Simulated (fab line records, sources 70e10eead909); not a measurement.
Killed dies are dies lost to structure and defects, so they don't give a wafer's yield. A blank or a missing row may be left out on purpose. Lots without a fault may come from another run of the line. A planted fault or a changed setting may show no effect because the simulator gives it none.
Problem report in the 8D (eight disciplines) form, filled by code | flow nand_harc | the parts of the form that need people (team, actions taken, sign-off) are left out

1. THE PROBLEM
thk_nm at NHARC_A_BONDPAD_THK_MEAS_20 reads a mean of 401.8 nm on 6 wafers of 2 lots; wafers without a fault read 169.6 nm with a standard deviation of 1.6. That is +99 or more standard deviations from the usual mean.
The step: measures by xrf.
First seen on wafer L426.1, day 28 22:25, on film_metro-01. The record holds 33 wafers of 11 lots with a number at this step. Rule for "out", or "out of limits": more than 4 standard deviations from the usual mean. The other wafers with a number count as sound.

2. WHAT IT IS AND WHAT IT IS NOT
question                    | is                           | is not
which readings at this step | thk_nm                       | -
which lots                  | L425, L426                   | L411, L413, L418, L421, L423, L429, L430, L433, L434
which wafers of those lots  | all that have a number       | -
read on which gauges        | film_metro-01, film_metro-02 | -
when                        | from day 28 22:25            | up to then (15 sound wafers); but 12 sound wafers of L429, L430, L433, L434 came after

3. SUSPECTS, AND WHAT RULES EACH OUT
Counting: a tool at a process step up to the reading stays a suspect if it ran every lot that is out and no sound lot after the first of them.
- the gauge at NHARC_A_BONDPAD_THK_MEAS_20: ruled out. The wafers that are out were read on 2 gauges (film_metro-01, film_metro-02).
- rie_diel-12 at NHARC_A_BONDPAD_ETCH_12 (etches the open film in CHF3/O2, target depth 220 nm, time 110 s): ruled out as a lasting fault. Sound lots L430, L434 ran on it after its first lot that is out, L426 (day 28 21:45). NHARC_A_BONDPAD_ETCH_12 gives no start for some lots, so the hours and the order of its lots are those of NHARC_A_BONDPAD_ANNEAL_28.
- cmp-01 at NHARC_A_BONDPAD_CMP_19 (polishes, t overpolish 30 s, cu recess touch 16 s, target thk 169.82 nm): ruled out as a lasting fault. Sound lots L429, L430, L433 ran on it after its first lot that is out, L426 (day 28 22:05).
Left after counting: nothing in the record.

4. THE CAUSE (what the simulator had put in)
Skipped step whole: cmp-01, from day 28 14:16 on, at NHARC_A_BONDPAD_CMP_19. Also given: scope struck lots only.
Counting ruled it out, wrongly: the rule takes a fault to strike every lot that its tool runs from its start on, and this one did not.

5. THE CHAIN OF EFFECTS, in route order
Each row: a reading whose mean over the struck wafers that have a number lies more than 3 standard deviations from the usual. Only readings for which the record gives a usual standard deviation are gone through. hours: the time from each lot's start at the first step in this table that gives one to its start at this step, as a median over the lots. sigmas: the change in usual standard deviations.
hours | step                        | reading              | usual    | on struck wafers | change | sigmas
0     | NHARC_A_BONDPAD_THK_MEAS_20 | thk_nm               | 169.6 nm | 401.8            | +232.2 | +99 or more
0     | NHARC_A_BONDPAD_INSPECT_23  | raw_defect_count     | 572      | 3277             | +2705  | +23
27    | NHARC_END_SORT_01           | defect_limited_yield | 90.1 %   | 0.0              | -90.1  | -38
27    | NHARC_END_SORT_01           | killed_at_array      | 62       | 673              | +611   | +38
27    | NHARC_END_SORT_01           | killed_dies          | 67       | 677              | +610   | +38
Readings that are blank on the struck wafers while sound wafers have them: edge_zone_pressure_frac at NHARC_A_BONDPAD_CMP_19; motor_current_A at NHARC_A_BONDPAD_CMP_19; overpolish_run_s at NHARC_A_BONDPAD_CMP_19.

6. WHAT WOULD HAVE CAUGHT IT SOONER
In this record the first reading out of limits at a measuring or inspecting step was taken at day 28 22:25, 8 hours after the fault began at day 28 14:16.
At NHARC_A_BONDPAD_CMP_19 the tool's readings are blank on the struck wafers, where sound wafers have them: an empty tool record is the first sign, and it was there at once.
